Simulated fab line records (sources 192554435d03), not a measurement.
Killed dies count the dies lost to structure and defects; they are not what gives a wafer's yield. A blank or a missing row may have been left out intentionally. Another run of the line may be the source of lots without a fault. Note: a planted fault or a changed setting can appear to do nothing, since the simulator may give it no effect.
2 desks, one fault -- flow n5-finfet -- only its own numbers are on each desk; what lay behind them is given at the end

== AT THE TOOL OWNER'S DESK: thermal-cvd-si-01 ==
The tool's own readings at N5_HKMG_FIN_CVD_62 (deposits a-Si from Si2H6, target thk 3 nm, time 20.8 s): means of the sampled wafers that have a number, for each lot that ran on this tool. Marked OUT: a lot whose mean sits more than 4 standard deviations from the usual mean, which makes it out of limits; the brackets give that distance.
Columns: A = heater-power-w at N5_HKMG_FIN_CVD_62, usual 1455 W; B = susceptor-temp-C at N5_HKMG_FIN_CVD_62, usual 500.04 C
lot,first seen here,A,B
L736,day 4 08:58,1205,499.72
L742,day 6 00:07,1174,500.25
L744,day 6 12:04,1358,500.22
L746,day 7 02:36,1286,500.17
L748,day 7 12:42,1313,500.09
L754,day 8 18:01,1290,495.03 (-19) OUT
L756,day 9 06:47,1268,495.23 (-18) OUT
This desk finds L754, L756 out of limits, L754 being first, at day 8 18:01 (susceptor-temp-C at N5_HKMG_FIN_CVD_62). In limits: L736, L742, L744, L746, L748.

== FROM THE METROLOGY DESK ==
What the gauges read, lot by lot, whatever tool the lot ran on: means of the sampled wafers that have a number. Marked OUT: a lot whose mean sits more than 4 standard deviations from the usual mean, which makes it out of limits; the brackets give that distance. Readings shown: 7 of its 10, picked as those furthest out on some lot.
Columns: A = DIBL_N at N5_BEOL_M4_RC_MEAS_101, usual 35.9 mV/V; B = IOFF_N at N5_BEOL_M4_RC_MEAS_101, usual 0.152 nA/um; C = IOFF_P at N5_BEOL_M4_RC_MEAS_101, usual 0.204 nA/um; D = ION_N at N5_BEOL_M4_RC_MEAS_101, usual 673 uA/um; E = ION_P at N5_BEOL_M4_RC_MEAS_101, usual 462 uA/um; F = VT_N at N5_BEOL_M4_RC_MEAS_101, usual 250.3 mV; G = VT_P at N5_BEOL_M4_RC_MEAS_101, usual -250.6 mV
lot,first seen here,A,B,C,D,E,F,G
L735,day 8 12:53,36.5,0.141,0.188,664,458,252.5,-252.3
L736,day 8 18:44,35.4,0.166,0.203,679,460,248.2,-251.5
L739,day 9 21:12,36.4,0.140,0.183,677,459,252.7,-252.6
L742,day 11 00:04,34.8,0.130,0.176,673,461,253.3,-252.7
L746,day 12 02:16,34.5,0.146,0.206,673,464,251.4,-249.0
L744,day 12 03:04,35.5,0.135,0.198,672,459,249.9,-248.8
L748,day 12 10:53,37.1,0.160,0.243,680,472,249.2,-245.1
L754,day 13 17:34,36.3,0.170,0.229,682,470,246.7,-247.7
L756,day 14 01:35,35.2,0.133,0.174,669,455,253.7,-254.7
Finding of this desk: none of the 9 lots has anything out of limits.

== ALL TOGETHER ==
The tool owner's desk had the chance to raise an alarm at day 8 18:01 on L754, L756.
Nothing out of limits was seen by the metrology desk.
The metrology desk has L754, L756 on record, within its limits.
The lots listed all ran N5_HKMG_FIN_CVD_62 on thermal-cvd-si-01.

== WHAT THE SIMULATOR PUT IN ==
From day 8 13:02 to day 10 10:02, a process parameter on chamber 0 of thermal-cvd-si-01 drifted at N5_HKMG_FIN_CVD_62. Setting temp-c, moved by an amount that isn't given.
Shown lots that were struck: L754, L756.
Time in hours from fault onset to the first out-of-limits reading at each desk: the tool owner's desk, 5.
